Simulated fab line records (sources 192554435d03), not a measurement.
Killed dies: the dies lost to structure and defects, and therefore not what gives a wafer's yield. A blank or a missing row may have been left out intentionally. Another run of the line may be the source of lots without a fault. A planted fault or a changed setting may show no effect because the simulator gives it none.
Chamber matching ; flow n5 finfet ; N5_ZERO_LAYER_ETCH_17 on rie diel-02 has 4 sister chambers
The step etches SiO2 in CF4, target depth 12 nm, time 13.3 s. 4 wafers are shown with their chamber, then 10 later ones without.

## WAFERS, EACH WITH ITS CHAMBER
wafer;chamber;showerhead plenum p Torr (Torr)
L081.3;2;2.16
L087.2;1;2.27
L088.1;0;2.08
L088.2;3;2.03

## WAFERS WHOSE CHAMBER IS MISSING
wafer;showerhead plenum p Torr (Torr)
L088.6;2.15
L090.1;2.27
L090.3;2.03
L090.5;2.03
L096.2;2.07
L096.3;2.27
L096.4;2.03
L097.1;2.07
L097.4;2.27
L097.6;2.27

## THE CHAMBER EACH PASSED THROUGH
wafer;from the rows above;in truth
L088.6;2;2
L090.1;1;1
L090.3;3;3
L090.5;3;3
L096.2;0;0
L096.3;1;1
L096.4;3;3
L097.1;0;0
L097.4;1;1
L097.6;1;1
10 of 10 placed correctly. From these rows, 0 cannot be placed. Number placed wrongly: 0.
How it was worked out, from the rows above alone: a wafer's distance from a chamber is the root of the sum, over the readings, of the square of ((its reading less the chamber's mean) divided by the reading's scatter). If the next closest chamber is less than 2 further off than the closest, the wafer can't be placed; otherwise it belongs to the closest. Each chamber's mean is taken over the wafers shown for it. The scatter (one wafer shown for each chamber): square how far every hidden wafer sits from the nearest shown wafer, average those squares and take the square root.
